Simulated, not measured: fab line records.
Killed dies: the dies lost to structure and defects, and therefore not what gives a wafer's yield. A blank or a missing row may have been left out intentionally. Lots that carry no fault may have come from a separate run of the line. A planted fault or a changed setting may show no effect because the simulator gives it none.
Which tool is to blame? :: flow nand-harc :: Sampling: 14 lots, 42 wafers, 4 of 1159 route steps

WHAT EACH GAUGE READ, for each wafer
NHARC_A_ZERO_WELL_INSPECT_17. Usual: 12 for raw-defect-count, sd 6.9.
lot: L539
measured: day 7 00:42
on: defect-inspect-02
raw-defect-count: 6 3 1
flag: 

lot: L540
measured: day 7 05:49
on: defect-inspect-02
raw-defect-count: 1 13 8
flag: 

lot: L541
measured: day 7 18:33
on: defect-inspect-02
raw-defect-count: 14 5 16
flag: 

lot: L542
measured: day 7 19:38
on: defect-inspect-01
raw-defect-count: 8 24 12
flag: 

lot: L543
measured: day 7 20:28
on: defect-inspect-01
raw-defect-count: 13 3 18
flag: 

lot: L546
measured: day 8 19:25
on: defect-inspect-02
raw-defect-count: 14 9 13
flag: 

lot: L548
measured: day 9 04:34
on: defect-inspect-01
raw-defect-count: 27 11 25
flag: 

lot: L547
measured: day 9 05:59
on: defect-inspect-02
raw-defect-count: 11 19 11
flag: 

lot: L549
measured: day 9 18:11
on: defect-inspect-02
raw-defect-count: 17 13 11
flag: 

lot: L550
measured: day 9 19:46
on: defect-inspect-02
raw-defect-count: 29 14 9
flag: 

lot: L552
measured: day 10 17:14
on: defect-inspect-01
raw-defect-count: 5 4 7
flag: 

lot: L558
measured: day 12 01:14
on: defect-inspect-02
raw-defect-count: 17 16 19
flag: 

lot: L559
measured: day 12 01:55
on: defect-inspect-02
raw-defect-count: 3 6 10
flag: 

lot: L560
measured: day 12 06:53
on: defect-inspect-02
raw-defect-count: 9 6 8
flag: 

NHARC_END_SORT_01. Usual: killed-at-array 26, standard deviation 10; killed-at-other 0.5, standard deviation 0.87; killed-at-periphery 3.0, standard deviation 2.5; killed-dies 29, standard deviation 11; killed-open 3.3, standard deviation 1.9; killed-short 1.8, standard deviation 1.5.
lot: L546
measured: day 21 11:18
on: prober-01
killed-at-array: 22 21 29
killed-at-other: 0 5 0
killed-at-periphery: 3 2 5
killed-dies: 25 28 34
killed-open: 2 5 3
killed-short: 2 2 3
flag: 

lot: L549
measured: day 22 07:30
on: prober-02
killed-at-array: 670 667 664
killed-at-other: 0 0 0
killed-at-periphery: 7 10 13
killed-dies: 677 677 677
killed-open: 2 3 2
killed-short: 2 1 0
flag: OFF

lot: L550
measured: day 21 20:42
on: prober-01
killed-at-array: 16 13 5
killed-at-other: 0 0 1
killed-at-periphery: 4 4 2
killed-dies: 20 17 8
killed-open: 4 8 3
killed-short: 0 3 0
flag: 

lot: L552
measured: day 23 07:02
on: prober-01
killed-at-array: 673 673 676
killed-at-other: 1 1 0
killed-at-periphery: 3 3 1
killed-dies: 677 677 677
killed-open: 3 1 3
killed-short: 3 2 3
flag: OFF

TOOL THAT RAN EACH LOT (tool first, then ch and the chambers of the sampled wafers, then the start)
lot: L539
NHARC_A_ZERO_WELL_DESCUM_12: rie-diel-10 ch 0,1,2, day 6 23:24
NHARC_A_ONON_D1_DEP_09: pecvd-onon-01 ch 0, day 7 23:05

lot: L540
NHARC_A_ZERO_WELL_DESCUM_12: rie-diel-10 ch 2,3, day 7 04:29
NHARC_A_ONON_D1_DEP_09: pecvd-onon-01 ch 0, day 8 02:50

lot: L541
NHARC_A_ZERO_WELL_DESCUM_12: rie-diel-01 ch 0,1, day 7 17:14
NHARC_A_ONON_D1_DEP_09: pecvd-onon-03 ch 0, day 8 19:07

lot: L542
NHARC_A_ZERO_WELL_DESCUM_12: rie-diel-01 ch 0,2,3, day 7 18:20
NHARC_A_ONON_D1_DEP_09: pecvd-onon-01 ch 0, day 8 19:04

lot: L543
NHARC_A_ZERO_WELL_DESCUM_12: rie-diel-01 ch 1,2,3, day 7 19:10
NHARC_A_ONON_D1_DEP_09: pecvd-onon-02 ch 0, day 8 18:59

lot: L546
NHARC_A_ZERO_WELL_DESCUM_12: rie-diel-12 ch 0,3, day 8 18:06
NHARC_A_ONON_D1_DEP_09: pecvd-onon-01 ch 0, day 9 19:53

lot: L548
NHARC_A_ZERO_WELL_DESCUM_12: rie-diel-12 ch 0,1,2, day 9 03:14
NHARC_A_ONON_D1_DEP_09: pecvd-onon-03 ch 0, day 10 09:11

lot: L547
NHARC_A_ZERO_WELL_DESCUM_12: rie-diel-01 ch 1,2, day 9 04:40
NHARC_A_ONON_D1_DEP_09: pecvd-onon-01 ch 0, day 10 09:19

lot: L549
NHARC_A_ZERO_WELL_DESCUM_12: rie-diel-10 ch 1,2,3, day 9 16:51
NHARC_A_ONON_D1_DEP_09: pecvd-onon-01, day 10 18:50

lot: L550
NHARC_A_ZERO_WELL_DESCUM_12: rie-diel-01 ch 1,2,3, day 9 18:08
NHARC_A_ONON_D1_DEP_09: pecvd-onon-03 ch 0, day 10 18:55

lot: L552
NHARC_A_ZERO_WELL_DESCUM_12: rie-diel-12 ch 0,2,3, day 10 15:55
NHARC_A_ONON_D1_DEP_09: pecvd-onon-01, day 11 13:29

lot: L558
NHARC_A_ZERO_WELL_DESCUM_12: rie-diel-10 ch 0,1,2, day 11 23:44
NHARC_A_ONON_D1_DEP_09: pecvd-onon-03 ch 0, day 12 23:31

lot: L559
NHARC_A_ZERO_WELL_DESCUM_12: rie-diel-01 ch 1,3, day 12 00:25
NHARC_A_ONON_D1_DEP_09: pecvd-onon-02 ch 0, day 12 23:26

lot: L560
NHARC_A_ZERO_WELL_DESCUM_12: rie-diel-01 ch 1,2,3, day 12 05:32
NHARC_A_ONON_D1_DEP_09: pecvd-onon-01 ch 0, day 13 05:28
- NHARC_A_ZERO_WELL_DESCUM_12: chemistry O2, time 3 s.
- NHARC_A_ONON_D1_DEP_09: target thk 1000 nm.

AS READ BY THE TOOLS THEMSELVES (means over the sampled wafers that have a number; for cases with no such wafer, the mark the record gives instead)
NHARC_A_ZERO_WELL_DESCUM_12. Usual: drypump-motor-current-A 6.0 A, standard deviation 0.55; oes-product-au 0.996 a.u., standard deviation 0.0097; rf-vpp-V 57.8 V, standard deviation 0.91; showerhead-plenum-p-Torr 1.92 Torr, standard deviation 0.072; throttle-valve-pct 11.311 %, standard deviation 0.0087.
lot: L539
tool: rie-diel-10
drypump-motor-current-A (A): 5.8
oes-product-au (a.u.): 0.993
rf-vpp-V (V): 57.7
showerhead-plenum-p-Torr (Torr): 1.90
throttle-valve-pct (%): 11.308
flag: 

lot: L540
tool: rie-diel-10
drypump-motor-current-A (A): 5.7
oes-product-au (a.u.): 0.994
rf-vpp-V (V): 58.1
showerhead-plenum-p-Torr (Torr): 1.90
throttle-valve-pct (%): 11.308
flag: 

lot: L541
tool: rie-diel-01
drypump-motor-current-A (A): 6.3
oes-product-au (a.u.): 0.993
rf-vpp-V (V): 59.3
showerhead-plenum-p-Torr (Torr): 2.01
throttle-valve-pct (%): 11.306
flag: 

lot: L542
tool: rie-diel-01
drypump-motor-current-A (A): 5.9
oes-product-au (a.u.): 0.994
rf-vpp-V (V): 57.2
showerhead-plenum-p-Torr (Torr): 1.91
throttle-valve-pct (%): 11.315
flag: 

lot: L543
tool: rie-diel-01
drypump-motor-current-A (A): 5.9
oes-product-au (a.u.): 0.985
rf-vpp-V (V): 57.6
showerhead-plenum-p-Torr (Torr): 1.91
throttle-valve-pct (%): 11.322
flag: 

lot: L546
tool: rie-diel-12
drypump-motor-current-A (A): 6.3
oes-product-au (a.u.): 0.998
rf-vpp-V (V): 57.4
showerhead-plenum-p-Torr (Torr): 1.90
throttle-valve-pct (%): 11.310
flag: 

lot: L548
tool: rie-diel-12
drypump-motor-current-A (A): 6.1
oes-product-au (a.u.): 0.996
rf-vpp-V (V): 57.9
showerhead-plenum-p-Torr (Torr): 1.96
throttle-valve-pct (%): 11.313
flag: 

lot: L547
tool: rie-diel-01
drypump-motor-current-A (A): 5.3
oes-product-au (a.u.): 0.991
rf-vpp-V (V): 57.0
showerhead-plenum-p-Torr (Torr): 1.92
throttle-valve-pct (%): 11.314
flag: 

lot: L549
tool: rie-diel-10
drypump-motor-current-A (A): 5.9
oes-product-au (a.u.): 1.000
rf-vpp-V (V): 57.4
showerhead-plenum-p-Torr (Torr): 1.88
throttle-valve-pct (%): 11.312
flag: 

lot: L550
tool: rie-diel-01
drypump-motor-current-A (A): 5.9
oes-product-au (a.u.): 0.994
rf-vpp-V (V): 57.7
showerhead-plenum-p-Torr (Torr): 1.91
throttle-valve-pct (%): 11.309
flag: 

lot: L552
tool: rie-diel-12
drypump-motor-current-A (A): 6.4
oes-product-au (a.u.): 0.999
rf-vpp-V (V): 57.4
showerhead-plenum-p-Torr (Torr): 1.96
throttle-valve-pct (%): 11.306
flag: 

lot: L558
tool: rie-diel-10
drypump-motor-current-A (A): 5.8
oes-product-au (a.u.): 0.993
rf-vpp-V (V): 57.5
showerhead-plenum-p-Torr (Torr): 1.89
throttle-valve-pct (%): 11.319
flag: 

lot: L559
tool: rie-diel-01
drypump-motor-current-A (A): 6.3
oes-product-au (a.u.): 0.991
rf-vpp-V (V): 57.8
showerhead-plenum-p-Torr (Torr): 1.95
throttle-valve-pct (%): 11.310
flag: 

lot: L560
tool: rie-diel-01
drypump-motor-current-A (A): 5.8
oes-product-au (a.u.): 0.997
rf-vpp-V (V): 58.4
showerhead-plenum-p-Torr (Torr): 1.90
throttle-valve-pct (%): 11.319
flag: 

NHARC_A_ONON_D1_DEP_09. Usual: n2-flow-sccm 2750 sccm, standard deviation 7.4; n2o-flow-sccm 2001 sccm, standard deviation 5.5.
lot: L539
tool: pecvd-onon-01
n2-flow-sccm (sccm): 2752
n2o-flow-sccm (sccm): 2001
flag: 

lot: L540
tool: pecvd-onon-01
n2-flow-sccm (sccm): 2759
n2o-flow-sccm (sccm): 1997
flag: 

lot: L541
tool: pecvd-onon-03
n2-flow-sccm (sccm): 2741
n2o-flow-sccm (sccm): 2000
flag: 

lot: L542
tool: pecvd-onon-01
n2-flow-sccm (sccm): 2747
n2o-flow-sccm (sccm): 2003
flag: 

lot: L543
tool: pecvd-onon-02
n2-flow-sccm (sccm): 2764
n2o-flow-sccm (sccm): 1995
flag: 

lot: L546
tool: pecvd-onon-01
n2-flow-sccm (sccm): 2748
n2o-flow-sccm (sccm): 1999
flag: 

lot: L548
tool: pecvd-onon-03
n2-flow-sccm (sccm): 2756
n2o-flow-sccm (sccm): 1994
flag: 

lot: L547
tool: pecvd-onon-01
n2-flow-sccm (sccm): 2747
n2o-flow-sccm (sccm): 2001
flag: 

lot: L549
tool: pecvd-onon-01
n2-flow-sccm (sccm): -
n2o-flow-sccm (sccm): -
flag: OFF

lot: L550
tool: pecvd-onon-03
n2-flow-sccm (sccm): 2743
n2o-flow-sccm (sccm): 1997
flag: 

lot: L552
tool: pecvd-onon-01
n2-flow-sccm (sccm): -
n2o-flow-sccm (sccm): -
flag: OFF

lot: L558
tool: pecvd-onon-03
n2-flow-sccm (sccm): 2753
n2o-flow-sccm (sccm): 2007
flag: 

lot: L559
tool: pecvd-onon-02
n2-flow-sccm (sccm): 2754
n2o-flow-sccm (sccm): 1998
flag: 

lot: L560
tool: pecvd-onon-01
n2-flow-sccm (sccm): 2747
n2o-flow-sccm (sccm): 1998
flag: 

THE ANSWER, worked out from the rows above alone
Rule: lot off if the mean of its wafers having a number is beyond 3 standard deviations from the usual mean. Also off: a lot with no number at a reading for which 4 or more lots have one. All remaining lots with rows at the step are treated as sound. First the gauges in route order, then the tools' own readings, where a lot's mean is used as printed above. The first step at which some lot is off is used, and at that step the reading that is off furthest; a lot without a number counts as furthest.
Off, at NHARC_END_SORT_01 on killed-at-array: L549, L552. Neither off nor sound, because the step has no rows for them: L539, L540, L541, L542, L543, L548, L547, L558, L559, L560.
A tool fits if, at a process step before that reading, it ran every lot that is off, and no sound lot after the first of them. Not tried: the gauges at NHARC_END_SORT_01; whatever is off there is also off at NHARC_A_ONON_D1_DEP_09, on other tools, and gauge error can't account for it. One fits: NHARC_A_ONON_D1_DEP_09 on pecvd-onon-01. Its last sound lot is L546 (day 9 19:53), its first lot that is off L549 (day 10 18:50): a fault that began between those two fits.
Blank at NHARC_A_ONON_D1_DEP_09 on the lots that are off, where sound lots have numbers: n2-flow-sccm, n2o-flow-sccm.

WHAT THE SIMULATOR HAD INSERTED
At NHARC_A_ONON_D1_DEP_09, the step was skipped entirely on pecvd-onon-01 from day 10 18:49 on. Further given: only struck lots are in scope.
Struck lots among those shown: L549, L552. The same result came from the rule above.
